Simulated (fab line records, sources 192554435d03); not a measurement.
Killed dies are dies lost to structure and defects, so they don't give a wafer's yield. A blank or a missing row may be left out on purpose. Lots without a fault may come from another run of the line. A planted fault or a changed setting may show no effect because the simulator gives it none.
fab line records | flow n5_finfet
record lots=24 wafers=72 last_day=17
route steps=1938 shown WELL_APT@50 PMOS_HMC_CHANNEL_EPI@66 FIN_SAQP@94
lots that met no fault: from a run of the same line without faults
start_h: hours from the record's first day to the start of the lot's first wafer shown | wait_h: hours since the lot's step before | " the same as in the row above | L1.1+2: a row that stands for several wafers | - no value, or no start given | * or withheld: withheld | < > ~ a bound
route shown NAME@n: a module of which the file shows steps, and the number in the route of the first | usual: mean/standard deviation of fault-free wafers | same: alike in all rows | chamber/n: place in a boat | sites: the reading at each site | _std_site: their standard deviation | _edge_site: outer sites' mean less inner sites' | radius_mm: how far each site lies from the wafer's centre | mask NAME#n: copy n | behind: the tool/chamber that last shaped the wafer | hold: why the lot was held/for how many hours/how that ended | device: the transistor (n, p or np) that didn't switch | end of line: the same wafers' tests at the end of the route | a step without rows: its recipe alone | killed: dies lost to structure and defects at the first sort, not the wafer's yield | map: a wafer's dies, x killed, . not, _ none there
set.NAME: the setting as run; set.NAME@STEP: as run at that earlier step | model.NAME: the simulator's own value behind a step, which no gauge read
steps of the route over a sample of lots; a table a step, a row a wafer
services: from which hour (start_h, from the record's first day; less than 0 if before it) a tool's chamber was out of use, for how many hours, and why
## steps
# step N5_WELL_APT_RTA_34
# recipe temp_c=1000 time_s=10 ambient=N2 idle_temp_c=600 ramp_up_c_per_s=150 ramp_down_c_per_s=60 cool_to_c=600
# usual lamp_power_pct=13.00/0.048 wafer_temp_C_max=1003.4/1.1
# columns lot.wafer tool chamber start_h wait_h lamp_power_pct wafer_temp_C_max
L074.2 rtp_anneal-02 0 15.79 0.0 13.01 1001.9
L074.4 " 0 " " 13.02 1002.0
L074.6 " 0 " " 12.93 1002.7
L075.2 rtp_anneal-01 0 21.68 0.0 12.95 1003.6
L075.5 " 0 " " 13.04 1003.0
L075.6 " 0 " " 13.06 1003.0
L076.3 rtp_anneal-02 0 27.98 0.2 13.05 1002.9
L076.4 " 0 " " 13.03 1003.0
L076.5 " 0 " " 13.04 1003.0
L077.1 rtp_anneal-02 0 34.18 0.0 12.99 1003.7
L077.2 " 0 " " 13.02 1003.0
L077.5 " 0 " " 12.92 1003.9
L078.1 rtp_anneal-01 0 39.93 0.0 12.94 1002.3
L078.4 " 0 " " 12.94 1004.3
L078.6 " 0 " " 12.94 1005.6
L079.2 rtp_anneal-01 0 46.04 0.1 13.02 1001.6
L079.4 " 0 " " 13.11 1001.6
L079.6 " 0 " " 12.98 1005.0
L080.2 rtp_anneal-01 0 51.85 0.0 12.99 1004.6
L080.4 " 0 " " 12.96 1004.7
L080.5 " 0 " " 13.00 1003.4
L081.4 rtp_anneal-01 0 58.14 0.1 12.98 1004.7
L081.5 " 0 " " 12.98 1002.7
L081.6 " 0 " " 12.97 1005.4
L082.3 rtp_anneal-02 0 64.34 0.1 13.06 1003.9
L082.5 " 0 " " 13.08 1003.2
L082.6 " 0 " " 13.05 1003.5
L083.3 rtp_anneal-01 0 70.14 0.1 12.98 1004.0
L083.4 " 0 " " 12.98 1004.5
L083.6 " 0 " " 13.09 1003.6
L084.1 rtp_anneal-02 0 76.28 0.0 12.93 1002.9
L084.3 " 0 " " 12.92 1002.5
L084.4 " 0 " " 12.99 1003.7
L085.2 rtp_anneal-02 0 82.43 0.0 12.98 1004.1
L085.3 " 0 " " 12.93 1003.4
L085.6 " 0 " " 13.07 1004.6
L086.2 rtp_anneal-02 0 88.35 0.1 12.97 1004.3
L086.3 " 0 " " 13.02 1002.9
L086.6 " 0 " " 13.03 1002.3
L087.2 rtp_anneal-01 0 93.82 0.2 13.08 1003.5
L087.4 " 0 " " 12.94 1003.5
L087.6 " 0 " " 13.00 1002.1
L088.2 rtp_anneal-02 0 100.08 0.2 13.05 1001.9
L088.4 " 0 " " 13.06 1004.1
L088.6 " 0 " " 13.05 1004.3
L089.1 rtp_anneal-02 0 106.01 0.0 12.99 1004.0
L089.4 " 0 " " 12.99 1003.2
L089.6 " 0 " " 13.06 1003.3
L090.2 rtp_anneal-02 0 111.93 0.0 12.93 1001.4
L090.4 " 0 " " 13.05 1003.1
L090.6 " 0 " " 13.07 1002.5
L091.3 rtp_anneal-01 0 118.26 0.3 12.95 1002.8
L091.4 " 0 " " 13.04 1004.1
L091.6 " 0 " " 13.05 1002.8
L092.1 rtp_anneal-02 0 123.56 0.1 13.03 1002.9
L092.3 " 0 " " 13.06 1003.2
L092.4 " 0 " " 13.03 1003.1
L093.4 rtp_anneal-01 0 130.38 0.1 13.06 1004.0
L093.5 " 0 " " 12.96 1004.2
L093.6 " 0 " " 12.96 1003.5
L094.1 rtp_anneal-01 0 136.18 0.2 12.94 1003.4
L094.4 " 0 " " 12.95 1005.1
L094.6 " 0 " " 12.96 1006.7
L095.2 rtp_anneal-01 0 142.18 0.0 13.05 1002.4
L095.5 " 0 " " 13.05 1002.9
L095.6 " 0 " " 13.09 1004.5
L096.2 rtp_anneal-01 0 147.59 0.0 13.01 1003.6
L096.4 " 0 " " 13.10 1004.5
L096.5 " 0 " " 12.97 1003.1
L097.2 rtp_anneal-01 0 153.81 0.0 12.96 1002.7
L097.5 " 0 " " 12.97 1003.2
L097.6 " 0 " " 13.02 1002.1
# step N5_PMOS_HMC_CHANNEL_EPI_OVL_MEAS_10
# recipe points_per_wafer=44
# usual PMOS_HMC_BLK_OVL=-0.4/0.89
# columns lot.wafer tool chamber start_h wait_h PMOS_HMC_BLK_OVL[nm]
L074.2 overlay-01 0 17.12 0.0 -1.9
L074.4 " 0 " " -1.6
L074.6 " 0 " " -2.0
L075.2 overlay-01 0 22.88 0.0 -0.7
L075.5 " 0 " " -0.9
L075.6 " 0 " " -1.2
L076.3 overlay-02 0 29.29 0.0 -0.7
L076.4 " 0 " " -0.7
L076.5 " 0 " " -0.4
L077.1 overlay-02 0 35.61 0.0 -0.5
L077.2 " 0 " " -0.4
L077.5 " 0 " " 0.2
L078.1 overlay-02 0 41.28 0.0 -0.9
L078.4 " 0 " " -0.5
L078.6 " 0 " " -1.0
L079.2 overlay-01 0 47.83 0.0 -1.6
L079.4 " 0 " " -1.4
L079.6 " 0 " " -0.5
L080.2 overlay-01 0 53.24 0.0 -0.6
L080.4 " 0 " " -1.4
L080.5 " 0 " " -0.8
L081.4 overlay-01 0 59.46 0.0 0.9
L081.5 " 0 " " 1.0
L081.6 " 0 " " -0.1
L082.3 overlay-02 0 65.65 0.0 1.0
L082.5 " 0 " " 0.7
L082.6 " 0 " " -0.4
L083.3 overlay-02 0 71.34 0.0 -0.8
L083.4 " 0 " " 0.1
L083.6 " 0 " " -0.4
L084.1 overlay-01 0 77.64 0.0 0.7
L084.3 " 0 " " 0.5
L084.4 " 0 " " 1.0
L085.2 overlay-01 0 83.76 0.0 -0.4
L085.3 " 0 " " -0.2
L085.6 " 0 " " -0.4
L086.2 overlay-02 0 89.76 0.0 -0.1
L086.3 " 0 " " -0.4
L086.6 " 0 " " -0.2
L087.2 overlay-01 0 95.23 0.0 -0.5
L087.4 " 0 " " -0.8
L087.6 " 0 " " 0.3
L088.2 overlay-01 0 101.42 0.0 0.9
L088.4 " 0 " " -0.2
L088.6 " 0 " " 0.1
L089.1 overlay-01 0 107.23 0.0 1.0
L089.4 " 0 " " 1.3
L089.6 " 0 " " 0.1
L090.2 overlay-01 0 113.13 0.0 -0.1
L090.4 " 0 " " 1.2
L090.6 " 0 " " 0.7
L091.3 overlay-01 0 119.56 0.0 -1.2
L091.4 " 0 " " -1.8
L091.6 " 0 " " -0.6
L092.1 overlay-01 0 124.80 0.0 -0.6
L092.3 " 0 " " -1.2
L092.4 " 0 " " -1.4
L093.4 overlay-02 0 131.68 0.0 0.6
L093.5 " 0 " " 0.6
L093.6 " 0 " " 0.3
L094.1 overlay-02 0 137.73 0.0 -0.7
L094.4 " 0 " " -1.1
L094.6 " 0 " " -1.5
L095.2 overlay-01 0 143.52 0.0 0.0
L095.5 " 0 " " -0.4
L095.6 " 0 " " 0.7
L096.2 overlay-01 0 148.91 0.0 -0.7
L096.4 " 0 " " -1.1
L096.5 " 0 " " -1.2
L097.2 overlay-02 0 155.21 0.0 0.8
L097.5 " 0 " " 0.8
L097.6 " 0 " " 0.3
# step N5_PMOS_HMC_CHANNEL_EPI_ETCH_32
# recipe chemistry=N2/H2 target=BARC stop_on=SiO2 target_depth_a=858 over_etch_frac=0.3 time_s=50.3 ion_energy_ev=200 mask_material=CAR-ArF-block pressure_mtorr=30 source_w=840 bias_w=150 n2_flow_sccm=200 h2_flow_sccm=200
# usual bias_w=150.1/0.45 drypump_motor_current_A=5.9/0.33 oes_product_au=0.65/0.061 rf_vpp_V=524.0/2.4 showerhead_plenum_p_Torr=2.55/0.072 throttle_valve_pct=18.02/0.24
# columns lot.wafer tool chamber start_h wait_h bias_w drypump_motor_current_A oes_product_au rf_hours_counter_h rf_vpp_V showerhead_plenum_p_Torr throttle_valve_pct
L074.2 rie_diel-05 1 17.75 0.0 150.2 5.5 0.70 92 521.1 2.50 18.26
L074.4 " 3 " " 151.6 6.1 0.66 132 526.4 2.65 17.83
L074.6 " 2 " " 150.4 5.7 0.58 - 522.6 2.49 17.93
L075.2 rie_diel-01 0 23.00 0.0 150.1 6.1 0.60 210 525.8 2.64 17.95
L075.5 " 1 " " 150.3 6.2 0.70 - 522.6 2.57 17.59
L075.6 " 0 " " 150.3 6.1 0.60 - 525.8 2.64 17.96
L076.3 rie_diel-01 0 29.38 0.0 150.2 6.1 0.59 213 527.1 2.63 17.96
L076.4 " 1 " " 149.6 6.2 0.70 - 522.3 2.57 17.62
L076.5 " 0 " " 149.9 6.1 0.60 - 526.1 2.63 17.96
L077.1 rie_diel-02 1 35.97 0.0 150.7 6.6 0.66 131 524.6 2.56 17.99
L077.2 " 3 " " 149.5 6.1 0.61 213 525.6 2.60 18.25
L077.5 " 1 " " 149.7 6.5 0.66 - 523.6 2.56 17.97
L078.1 rie_diel-05 3 41.37 0.0 150.1 6.1 0.66 141 525.9 2.64 17.85
L078.4 " 1 " " 150.4 5.5 0.70 - 522.0 2.49 18.28
L078.6 " 0 " " 150.6 5.6 0.66 - 524.6 2.55 18.04
L079.2 rie_diel-05 3 47.92 0.0 149.7 6.1 0.66 143 527.6 2.64 17.87
L079.4 " 0 " " 150.5 5.5 0.66 158 523.4 2.55 18.04
L079.6 " 3 " " 149.8 6.1 0.66 - 527.5 2.64 17.85
L080.2 rie_diel-01 1 53.33 0.0 150.3 6.2 0.69 93 523.7 2.56 17.63
L080.4 " 1 " " 150.0 6.2 0.69 - 524.7 2.56 17.63
L080.5 " 2 " " 150.3 5.6 0.58 - 525.3 2.61 17.96
L081.4 rie_diel-05 2 59.55 0.0 150.0 5.7 0.81 5 522.8 2.49 17.67
L081.5 " 1 " " 150.5 5.5 0.69 - 522.0 2.49 18.29
L081.6 " 2 " " 150.7 5.7 0.82 - 522.9 2.49 17.66
L082.3 rie_diel-02 1 65.77 0.0 150.0 6.6 0.65 140 523.6 2.55 18.00
L082.5 " 2 " " 150.9 6.2 0.60 - 521.2 2.44 18.34
L082.6 " 3 " " 149.7 6.1 0.60 - 525.2 2.60 18.28
L083.3 rie_diel-02 3 71.44 0.0 149.9 6.1 0.60 224 524.8 2.60 18.27
L083.4 " 2 " " 149.5 6.1 0.59 213 520.2 2.44 18.36
L083.6 " 0 " " 149.6 5.6 0.64 - 528.7 2.66 18.00
L084.1 rie_diel-01 3 77.73 0.0 150.4 5.9 0.65 143 521.2 2.44 17.88
L084.3 " 0 " " 150.1 6.1 0.59 230 526.0 2.63 17.97
L084.4 " 3 " " 150.8 5.9 0.65 - 521.4 2.44 17.85
L085.2 rie_diel-05 1 83.86 0.0 149.2 5.5 0.68 115 522.5 2.49 18.29
L085.3 " 0 " " 150.5 5.6 0.66 169 523.3 2.55 18.07
L085.6 " 2 " " 149.5 5.7 0.80 - 521.6 2.49 17.68
L086.2 rie_diel-05 3 89.85 0.0 150.0 6.1 0.65 155 526.1 2.64 17.89
L086.3 " 2 " " 149.3 5.7 0.79 14 523.4 2.49 17.67
L086.6 " 3 " " 150.4 6.1 0.64 - 526.9 2.64 17.86
L087.2 rie_diel-05 1 95.32 0.0 150.0 5.5 0.68 117 520.1 2.49 18.30
L087.4 " 3 " " 150.7 6.1 0.65 156 526.9 2.64 17.87
L087.6 " 2 " " 150.0 5.7 0.79 - 521.8 2.49 17.67
L088.2 rie_diel-02 3 101.52 0.0 150.1 6.1 0.60 233 524.7 2.59 18.28
L088.4 " 2 " " 150.0 6.1 0.59 223 520.6 2.44 18.37
L088.6 " 2 " " 149.8 6.2 0.59 - 520.7 2.44 18.36
L089.1 rie_diel-02 2 107.32 0.0 149.5 6.2 0.58 225 519.4 2.44 18.37
L089.4 " 3 " " 149.3 6.1 0.59 235 525.8 2.59 18.29
L089.6 " 2 " " 149.7 6.1 0.59 - 520.8 2.44 18.37
L090.2 rie_diel-02 0 113.22 0.0 150.0 5.6 0.64 163 525.9 2.66 18.01
L090.4 " 1 " " 150.9 6.6 0.64 154 524.5 2.55 18.01
L090.6 " 1 " " 149.9 6.5 0.63 - 523.5 2.55 18.01
L091.3 rie_diel-02 0 119.65 0.0 150.0 5.6 0.64 165 524.9 2.66 18.03
L091.4 " 2 " " 150.3 6.1 0.58 229 519.7 2.44 18.38
L091.6 " 1 " " 149.8 6.6 0.66 - 524.8 2.55 18.03
L092.1 rie_diel-01 2 125.44 0.0 149.9 5.6 0.81 11 526.5 2.60 17.60
L092.3 " 1 " " 149.4 6.2 0.68 111 523.9 2.56 17.65
L092.4 " 0 " " 149.7 6.1 0.59 245 526.2 2.62 17.99
L093.4 rie_diel-02 0 131.77 0.0 151.0 5.6 0.63 170 525.7 2.66 18.03
L093.5 " 2 " " 150.1 6.2 0.59 - 520.6 2.43 18.38
L093.6 " 3 " " 149.7 6.1 0.58 - 524.6 2.59 18.30
L094.1 rie_diel-05 3 137.82 0.0 149.7 6.1 0.64 166 527.3 2.63 17.90
L094.4 " 0 " " 150.1 5.6 0.64 183 523.3 2.54 18.09
L094.6 " 1 " " 149.7 5.5 0.67 - 521.4 2.48 18.33
L095.2 rie_diel-01 3 143.82 0.0 149.4 5.9 0.64 161 519.9 2.43 17.90
L095.5 " 2 " " 150.4 5.6 0.80 - 525.5 2.60 17.60
L095.6 " 3 " " 150.4 5.9 0.64 - 521.8 2.43 17.90
L096.2 rie_diel-02 3 149.04 0.0 149.9 6.1 0.58 249 525.8 2.59 18.31
L096.4 " 2 " " 150.5 6.1 0.58 239 518.4 2.43 18.38
L096.5 " 2 " " 149.6 6.1 0.58 - 519.4 2.43 18.39
L097.2 rie_diel-02 1 155.30 0.0 149.8 6.5 0.64 167 524.7 2.54 18.04
L097.5 " 0 " " 151.1 5.6 0.63 - 525.9 2.65 18.04
L097.6 " 2 " " 150.5 6.1 0.58 - 517.7 2.43 18.40
# step N5_PMOS_HMC_CHANNEL_EPI_EPI_26
# recipe material=Si target_thk_a=38 temp_c=650 precursor=SiH4/H2 pressure_torr=20 time_s=22.7
# usual lamp_inner_pct=14.8/0.6 throttle_valve_pct=11.18/0.28
# columns lot.wafer tool chamber start_h wait_h lamp_inner_pct throttle_valve_pct
L074.2 epi_rpcvd-04 0 20.19 0.1 14.2 10.98
L074.4 " 0 " " 14.2 11.22
L074.6 " 0 " " 14.1 11.20
L075.2 epi_rpcvd-02 0 25.39 0.1 15.6 10.97
L075.5 " 0 " " 15.5 11.06
L075.6 " 0 " " 15.1 11.27
L076.3 epi_rpcvd-04 0 32.22 0.1 14.2 11.13
L076.4 " 0 " " 14.1 11.13
L076.5 " 0 " " 14.0 11.02
L077.1 epi_rpcvd-02 0 38.29 0.0 15.4 11.00
L077.2 " 0 " " 15.4 11.13
L077.5 " 0 " " 15.4 11.07
L078.1 epi_rpcvd-02 0 44.11 0.0 15.3 11.04
L078.4 " 0 " " 15.4 11.04
L078.6 " 0 " " 15.3 11.15
L079.2 epi_rpcvd-04 0 50.32 0.1 14.2 10.93
L079.4 " 0 " " 14.1 11.26
L079.6 " 0 " " 13.9 11.23
L080.2 epi_rpcvd-02 0 55.72 0.1 15.3 11.03
L080.4 " 0 " " 15.6 11.17
L080.5 " 0 " " 15.5 11.21
L081.4 epi_rpcvd-01 0 62.03 0.2 14.6 11.61
L081.5 " 0 " " 14.9 12.09
L081.6 " 0 " " 14.9 11.84
L082.3 epi_rpcvd-02 0 68.20 0.1 15.2 11.32
L082.5 " 0 " " 15.3 11.03
L082.6 " 0 " " 15.4 11.27
L083.3 epi_rpcvd-02 0 73.87 0.1 15.5 10.95
L083.4 " 0 " " 15.3 11.06
L083.6 " 0 " " 15.4 11.21
L084.1 epi_rpcvd-04 0 80.06 0.0 14.3 11.10
L084.3 " 0 " " 14.2 11.20
L084.4 " 0 " " 14.0 10.99
L085.2 epi_rpcvd-04 0 86.26 0.1 14.1 11.13
L085.3 " 0 " " 14.2 10.73
L085.6 " 0 " " 14.4 11.05
L086.2 epi_rpcvd-04 0 92.23 0.1 14.2 11.01
L086.3 " 0 " " 14.3 11.70
L086.6 " 0 " " 14.2 10.93
L087.2 epi_rpcvd-02 0 97.70 0.1 15.6 10.87
L087.4 " 0 " " 15.3 10.82
L087.6 " 0 " " 15.3 11.11
L088.2 epi_rpcvd-04 0 103.91 0.1 14.1 11.01
L088.4 " 0 " " 14.0 11.03
L088.6 " 0 " " 14.0 11.60
L089.1 epi_rpcvd-01 0 109.71 0.0 14.5 12.09
L089.4 " 0 " " 14.8 11.75
L089.6 " 0 " " 14.6 12.09
L090.2 epi_rpcvd-02 0 115.60 0.1 15.4 11.09
L090.4 " 0 " " 15.3 10.82
L090.6 " 0 " " 15.3 11.09
L091.3 epi_rpcvd-04 0 122.08 0.1 14.3 11.03
L091.4 " 0 " " 14.1 11.47
L091.6 " 0 " " 14.1 11.24
L092.1 epi_rpcvd-02 0 127.80 0.0 15.5 11.08
L092.3 " 0 " " 15.4 11.41
L092.4 " 0 " " 15.2 11.09
L093.4 epi_rpcvd-04 0 134.34 0.2 14.2 11.24
L093.5 " 0 " " 14.0 11.34
L093.6 " 0 " " 14.0 11.28
L094.1 epi_rpcvd-02 0 140.15 0.0 15.6 11.21
L094.4 " 0 " " 15.5 10.84
L094.6 " 0 " " 15.4 11.14
L095.2 epi_rpcvd-04 0 146.20 0.1 14.1 11.11
L095.5 " 0 " " 14.2 11.06
L095.6 " 0 " " 14.0 10.85
L096.2 epi_rpcvd-04 0 151.43 0.1 14.0 10.96
L096.4 " 0 " " 14.1 11.07
L096.5 " 0 " " 14.1 11.29
L097.2 epi_rpcvd-02 0 157.68 0.1 15.3 11.20
L097.5 " 0 " " 15.2 11.15
L097.6 " 0 " " 15.3 11.07
# step N5_FIN_SAQP_ALD_61
# recipe material=SiO2 target_thk_a=40 temp_c=300 ald_precursor_family=BDEAS ald_co_reactant=O2-plasma pulse_time_s=1 purge_time_s=2 co_reactant_purge_time_s=2 ald_cycles=43 pressure_torr=2
# usual heater_power_w=465/69 precursor_pulse_height_rel=1.001/0.02
# columns lot.wafer tool chamber start_h wait_h heater_power_w precursor_pulse_height_rel
L074.2 ald_sin-04 2 20.64 0.0 478 0.972
L074.4 " 0 " " 606 1.016
L074.6 " 1 " " 437 0.990
L075.2 ald_sin-03 3 25.92 0.0 482 0.979
L075.5 " 3 " " 486 0.970
L075.6 " 0 " " 379 0.998
L076.3 ald_sin-03 2 32.65 0.0 422 0.992
L076.4 " 0 " " 392 1.027
L076.5 " 2 " " 437 0.986
L077.1 ald_sin-03 1 38.79 0.0 518 0.979
L077.2 " 3 " " 486 0.984
L077.5 " 2 " " 437 1.003
L078.1 ald_sin-01 2 44.60 0.0 363 0.989
L078.4 " 2 " " 369 0.979
L078.6 " 1 " " 536 1.019
L079.2 ald_sin-03 2 51.08 0.3 432 0.981
L079.4 " 1 " " 518 0.995
L079.6 " 2 " " 425 1.004
L080.2 ald_sin-04 2 56.16 0.0 482 0.996
L080.4 " 3 " " 384 1.001
L080.5 " 3 " " 387 1.019
L081.4 ald_sin-01 1 62.55 0.2 515 1.057
L081.5 " 0 " " 514 1.017
L081.6 " 2 " " 357 0.974
L082.3 ald_sin-03 1 68.79 0.2 508 0.987
L082.5 " 0 " " 394 0.983
L082.6 " 3 " " 494 1.013
L083.3 ald_sin-03 0 74.32 0.1 393 1.025
L083.4 " 2 " " 433 0.984
L083.6 " 3 " " 500 0.990
L084.1 ald_sin-01 0 80.64 0.1 492 0.984
L084.3 " 2 " " 364 0.977
L084.4 " 2 " " 363 1.030
L085.2 ald_sin-01 2 87.58 0.8 371 1.014
L085.3 " 0 " " 506 1.002
L085.6 " 2 " " 359 0.992
L086.2 ald_sin-01 2 93.23 0.6 360 0.983
L086.3 " 1 " " 542 0.991
L086.6 " 0 " " 491 1.008
L087.2 ald_sin-01 2 99.62 1.5 365 1.023
L087.4 " 1 " " 525 1.020
L087.6 " 0 " " 510 1.015
L088.2 ald_sin-04 3 105.07 0.7 376 1.000
L088.4 " 2 " " 473 0.986
L088.6 " 2 " " 477 0.984
L089.1 ald_sin-01 1 110.21 0.0 536 0.989
L089.4 " 2 " " 362 0.995
L089.6 " 1 " " 536 1.008
L090.2 ald_sin-01 0 116.05 0.0 509 0.999
L090.4 " 3 " " 512 1.034
L090.6 " 0 " " 504 1.000
L091.3 ald_sin-04 0 122.48 0.0 628 1.002
L091.4 " 2 " " 495 0.987
L091.6 " 3 " " 378 0.962
L092.1 ald_sin-04 0 128.67 0.4 617 1.018
L092.3 " 3 " " 380 0.978
L092.4 " 2 " " 493 1.055
L093.4 ald_sin-03 0 134.68 0.0 379 1.040
L093.5 " 0 " " 386 1.019
L093.6 " 1 " " 526 1.002
L094.1 ald_sin-03 0 140.81 0.0 395 0.999
L094.4 " 2 " " 425 0.981
L094.6 " 0 " " 393 0.979
L095.2 ald_sin-01 0 146.69 0.1 493 0.986
L095.5 " 3 " " 531 1.013
L095.6 " 2 " " 366 1.029
L096.2 ald_sin-03 1 151.97 0.0 503 0.982
L096.4 " 2 " " 447 1.011
L096.5 " 0 " " 396 1.007
L097.2 ald_sin-04 1 158.13 0.0 435 0.973
L097.5 " 1 " " 437 1.003
L097.6 " 2 " " 479 0.979
# step N5_FIN_SAQP_ETCH_52
# recipe chemistry=N2/H2 target=SOC target_depth_a=1000 overetch_a=200 mask_material=SiARC temp_c=40 time_s=150 ion_energy_ev=200 pressure_mtorr=30 source_w=840 bias_w=150 n2_flow_sccm=200 h2_flow_sccm=200 ends=end_point
# usual bias_w=150.0/0.4 drypump_motor_current_A=6.0/0.39 oes_product_au=0.67/0.065 rf_vpp_V=524.7/2.3 showerhead_plenum_p_Torr=2.57/0.074 throttle_valve_pct=17.97/0.25
# columns lot.wafer tool chamber start_h wait_h bias_w drypump_motor_current_A oes_product_au rf_hours_counter_h rf_vpp_V showerhead_plenum_p_Torr throttle_valve_pct
L074.2 rie_diel-06 0 21.92 0.0 150.4 6.1 0.60 230 520.2 2.40 18.18
L074.4 " 2 " " 149.6 5.9 0.66 186 523.1 2.52 17.90
L074.6 " 3 " " 149.3 5.5 0.71 - 525.2 2.57 18.06
L075.2 rie_diel-03 3 27.33 0.0 149.5 5.9 0.69 131 524.2 2.57 18.16
L075.5 " 2 " " 150.0 5.8 0.63 - 526.1 2.62 18.20
L075.6 " 3 " " 150.0 5.9 0.69 - 524.7 2.57 18.17
L076.3 rie_diel-06 0 34.12 0.0 149.2 6.0 0.61 234 519.9 2.40 18.20
L076.4 " 2 " " 150.3 5.9 0.67 190 523.7 2.52 17.90
L076.5 " 3 " " 149.9 5.5 0.70 - 523.1 2.57 18.05
L077.1 rie_diel-06 3 40.08 0.0 150.0 5.5 0.70 136 523.8 2.57 18.05
L077.2 " 0 " " 149.7 6.1 0.61 235 520.6 2.40 18.19
L077.5 " 0 " " 149.5 6.0 0.61 - 520.3 2.40 18.20
L078.1 rie_diel-03 0 46.13 0.0 150.2 6.5 0.61 239 527.4 2.63 18.53
L078.4 " 3 " " 149.5 5.9 0.68 137 523.7 2.57 18.17
L078.6 " 0 " " 149.2 6.5 0.61 - 526.2 2.63 18.51
L079.2 rie_diel-03 2 52.49 0.0 150.1 5.8 0.63 229 526.1 2.61 18.21
L079.4 " 3 " " 150.2 5.9 0.68 139 523.4 2.57 18.16
L079.6 " 1 " " 149.7 5.6 0.67 - 526.4 2.64 17.63
L080.2 rie_diel-03 0 57.91 0.0 149.9 6.5 0.60 242 526.1 2.63 18.53
L080.4 " 1 " " 149.7 5.5 0.67 140 527.8 2.64 17.63
L080.5 " 2 " " 149.9 5.8 0.63 - 524.9 2.61 18.22
L081.4 rie_diel-04 3 64.40 0.0 150.1 6.3 0.66 184 526.8 2.64 17.65
L081.5 " 2 " " 149.7 5.5 0.79 - 522.6 2.50 17.63
L081.6 " 1 " " 149.8 6.6 0.68 - 527.3 2.66 17.93
L082.3 rie_diel-06 2 70.23 0.0 150.3 5.9 0.65 201 522.6 2.52 17.93
L082.5 " 1 " " 149.2 6.6 0.61 - 526.8 2.61 17.83
L082.6 " 0 " " 149.8 6.1 0.60 - 519.7 2.39 18.20
L083.3 rie_diel-03 3 75.75 0.0 150.2 5.8 0.68 148 523.6 2.57 18.22
L083.4 " 1 " " 149.1 5.6 0.67 145 527.7 2.64 17.64
L083.6 " 3 " " 149.8 5.9 0.68 - 523.3 2.57 18.20
L084.1 rie_diel-06 2 82.26 0.0 149.6 5.9 0.65 206 523.4 2.52 17.92
L084.3 " 1 " " 149.5 6.6 0.61 229 526.8 2.61 17.83
L084.4 " 1 " " 149.2 6.6 0.61 - 525.1 2.61 17.84
L085.2 rie_diel-06 3 89.16 0.0 150.3 5.6 0.69 155 523.7 2.56 18.08
L085.3 " 2 " " 150.8 5.9 0.65 209 521.8 2.51 17.94
L085.6 " 2 " " 150.3 5.9 0.65 - 524.3 2.51 17.92
L086.2 rie_diel-06 3 94.62 0.0 149.8 5.6 0.68 159 523.5 2.56 18.10
L086.3 " 2 " " 150.4 5.9 0.65 212 523.2 2.51 17.94
L086.6 " 3 " " 150.4 5.5 0.68 - 526.0 2.56 18.11
L087.2 rie_diel-06 0 101.16 0.0 149.3 6.0 0.88 0 528.5 2.71 17.76
L087.4 " 0 " " 150.1 6.0 0.89 - 530.0 2.71 17.76
L087.6 " 2 " " 149.5 5.9 0.65 - 522.1 2.51 17.94
L088.2 rie_diel-04 3 106.56 0.0 150.0 6.3 0.65 199 525.8 2.63 17.67
L088.4 " 0 " " 149.6 6.0 0.67 167 519.7 2.43 17.70
L088.6 " 2 " " 150.5 5.6 0.76 - 521.9 2.49 17.66
L089.1 rie_diel-03 3 112.04 0.4 150.6 5.9 0.67 163 523.1 2.56 18.24
L089.4 " 0 " " 149.8 6.5 0.85 5 525.4 2.63 18.20
L089.6 " 0 " " 150.0 6.5 0.86 - 526.6 2.63 18.19
L090.2 rie_diel-06 2 117.91 0.0 150.3 6.0 0.64 221 522.3 2.51 17.97
L090.4 " 0 " " 150.4 6.1 0.83 6 527.8 2.71 17.75
L090.6 " 0 " " 149.9 6.1 0.85 - 528.4 2.71 17.78
L091.3 rie_diel-04 2 124.00 0.0 150.5 5.5 0.76 39 521.2 2.49 17.69
L091.4 " 1 " " 150.7 6.6 0.68 181 525.2 2.66 17.96
L091.6 " 3 " " 149.7 6.3 0.65 - 526.7 2.63 17.67
L092.1 rie_diel-06 3 130.06 0.0 150.6 5.5 0.67 172 523.4 2.55 18.09
L092.3 " 2 " " 149.0 5.9 0.65 226 522.1 2.51 17.96
L092.4 " 0 " " 149.9 6.1 0.82 10 529.7 2.71 17.77
L093.4 rie_diel-04 0 136.12 0.0 150.0 6.0 0.66 177 522.1 2.43 17.71
L093.5 " 0 " " 150.0 6.0 0.66 - 520.4 2.43 17.72
L093.6 " 3 " " 150.4 6.3 0.65 - 526.9 2.63 17.68
L094.1 rie_diel-03 3 142.47 0.0 150.2 5.9 0.66 177 523.0 2.55 18.24
L094.4 " 3 " " 150.2 5.9 0.66 - 523.5 2.55 18.25
L094.6 " 0 " " 150.1 6.5 0.82 - 526.1 2.62 18.24
L095.2 rie_diel-03 1 148.17 0.0 149.8 5.5 0.65 176 526.3 2.63 17.69
L095.5 " 1 " " 150.2 5.5 0.64 - 527.5 2.63 17.69
L095.6 " 0 " " 149.7 6.5 0.82 - 525.8 2.62 18.21
L096.2 rie_diel-04 0 153.42 0.0 150.6 6.0 0.66 182 520.3 2.42 17.71
L096.4 " 2 " " 149.8 5.5 0.75 48 521.4 2.48 17.69
L096.5 " 3 " " 149.7 6.3 0.64 - 526.1 2.63 17.68
L097.2 rie_diel-03 3 159.84 0.0 149.9 5.9 0.65 183 525.1 2.55 18.26
L097.5 " 1 " " 149.9 5.5 0.64 - 525.8 2.63 17.71
L097.6 " 0 " " 150.5 6.6 0.81 - 525.6 2.62 18.23
## services
# columns tool chamber start_h hours kind
ald_sin-03 - -5.98 14.0 pm
rie_diel-01 3 -0.69 58.9 repair
ald_sin-04 2 0.98 14.8 repair
ald_sin-01 0 7.58 5.4 repair
rie_diel-06 1 9.44 4.3 repair
ald_sin-01 2 10.14 7.5 repair
ald_sin-01 - 13.78 0.8 pm
rie_diel-01 - 16.20 2.8 pm
rie_diel-05 2 21.79 7.6 repair
ald_sin-04 - 27.04 6.1 pm
rie_diel-06 0 35.88 2.0 repair
ald_sin-03 0 38.40 13.5 repair
rie_diel-06 2 47.65 6.2 repair
rie_diel-05 - 61.62 1.0 repair
rie_diel-02 - 73.65 0.8 repair
ald_sin-03 3 83.03 11.2 repair
epi_rpcvd-04 - 86.82 1.1 repair
epi_rpcvd-02 - 88.07 0.6 repair
rtp_anneal-02 - 96.37 2.6 repair
rie_diel-06 1 100.93 9.5 repair
rtp_anneal-02 - 115.09 6.7 pm
rie_diel-03 2 117.19 15.1 repair
rie_diel-05 - 126.82 0.3 repair
epi_rpcvd-04 - 153.12 8.1 pm
## key
fault none
